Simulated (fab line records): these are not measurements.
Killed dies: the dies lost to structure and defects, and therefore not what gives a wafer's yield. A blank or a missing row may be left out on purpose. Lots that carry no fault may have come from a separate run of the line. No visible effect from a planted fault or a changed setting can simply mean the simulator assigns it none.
Matching of chambers ; flow nandHarc ; NHARC_A_WL_FILL_ALD_19 on aldMetal-02: 4 sister chambers
The step deposits TiN, target thk 2 nm, pulse time 3 s, ald cycles 100. 8 wafers are shown with their chamber, then 10 later ones without.

WAFERS, EACH WITH ITS CHAMBER
wafer;chamber;heaterPowerW (W);precursorPulseHeightRel
L083.2;3;1123;1.000
L083.4;2;1121;0.995
L084.5;3;1149;0.985
L084.6;2;1172;0.984
L087.1;0;1156;0.998
L087.6;1;1169;1.009
L089.3;0;1170;0.993
L089.4;1;1189;1.011

WAFERS WITHOUT THEIR CHAMBER
wafer;heaterPowerW (W);precursorPulseHeightRel
L089.6;1129;1.017
L091.1;1155;0.994
L091.2;1185;1.009
L091.3;1135;1.008
L092.1;1142;0.992
L092.4;1155;1.008
L092.5;1134;1.033
L093.2;1136;1.009
L093.3;1136;0.993
L093.4;1191;0.985

CHAMBER TAKEN BY EACH
wafer;from the rows above;in truth
L089.6;can't be placed: 1 or 0 or 3 or 2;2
L091.1;can't be placed: 0 or 2 or 3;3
L091.2;can't be placed: 1 or 0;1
L091.3;can't be placed: 1 or 0 or 3 or 2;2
L092.1;can't be placed: 3 or 2 or 0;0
L092.4;can't be placed: 1 or 0 or 3 or 2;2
L092.5;can't be placed: 1 or 0 or 3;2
L093.2;can't be placed: 1 or 0 or 3 or 2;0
L093.3;can't be placed: 3 or 2 or 0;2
L093.4;can't be placed: 0 or 2 or 3 or 1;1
Placed correctly: 0 of 10. These rows do not allow placing 10 (true chamber among the candidates in 9). Placed wrongly: 0.
How it was worked out, from the rows above alone: a wafer's distance from a chamber is the root of the sum, over the readings, of the square of ((its reading less the chamber's mean) divided by the reading's scatter). If the next closest chamber is less than 2 further off than the closest, the wafer can't be placed; otherwise it belongs to the closest. For every chamber, the mean is computed from those of its wafers that are shown. How the scatter is found: for the shown wafers, subtract from each reading the mean of its chamber, square and add these, divide the total by (wafers less chambers), then take the root.
